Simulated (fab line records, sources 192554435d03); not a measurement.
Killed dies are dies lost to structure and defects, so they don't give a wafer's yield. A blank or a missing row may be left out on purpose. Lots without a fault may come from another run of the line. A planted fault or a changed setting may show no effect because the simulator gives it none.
Chamber matching | flow n5_finfet | N5_BEOL_M0_CO_CAP_123 on cvd_co-02: 3 sister chambers
The step material Co, precursor CCTBA/H2, target thk 2 nm, time 102.1 s. 22 wafers are shown with their chamber, then 11 later ones without.

WAFERS WITH THEIR CHAMBER
wafer  | chamber | heater_power_w (W)
L076.2 | 0       | 216
L076.5 | 1       | 228
L076.6 | 0       | 222
L077.2 | 0       | 218
L077.3 | 2       | 263
L077.6 | 0       | 224
L079.1 | 0       | 220
L079.2 | 1       | 234
L079.5 | 0       | 213
L080.1 | 1       | 236
L080.4 | 0       | 222
L080.5 | 1       | 233
L081.3 | 2       | 263
L081.4 | 1       | 231
L081.6 | 0       | 215
L089.2 | 0       | 221
L089.4 | 0       | 222
L089.5 | 1       | 236
L090.1 | 0       | 211
L090.3 | 1       | 233
L090.5 | 0       | 220
L094.3 | 1       | 235

SIGNATURES (means of the wafers above)
reading        | chamber 0 | chamber 1 | chamber 2 | scatter within a chamber
heater_power_w | 218.67    | 233.25    | 263.00    | 3.51
Rule: a wafer's distance from a chamber is the root of the sum, over the readings, of the square of ((its reading less the chamber's mean) divided by the reading's scatter). The wafer belongs to the nearest chamber; if the next one is less than 2 further off, it can't be placed. The scatter: the root of (the sum of the squares of (reading less its chamber's mean) over the shown wafers, divided by (wafers less chambers)).

WAFERS WITHOUT THEIR CHAMBER
wafer  | heater_power_w (W)
L094.5 | 248
L094.6 | 223
L095.1 | 216
L095.3 | 230
L095.6 | 232
L096.1 | 225
L096.4 | 250
L096.5 | 217
L097.1 | 226
L097.3 | 255
L097.6 | 220

WHICH CHAMBER EACH WENT THROUGH
wafer  | from the rows above     | in truth
L094.5 | can't be placed: 1 or 2 | 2
L094.6 | can't be placed: 0 or 1 | 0
L095.1 | 0                       | 0
L095.3 | 1                       | 1
L095.6 | 1                       | 1
L096.1 | can't be placed: 0 or 1 | 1
L096.4 | can't be placed: 2 or 1 | 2
L096.5 | 0                       | 0
L097.1 | can't be placed: 1 or 0 | 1
L097.3 | 2                       | 2
L097.6 | 0                       | 0
Placed correctly: 6 of 11. Can't be placed from these rows: 5 (the true chamber is among the candidates in 5). Placed wrongly: 0.
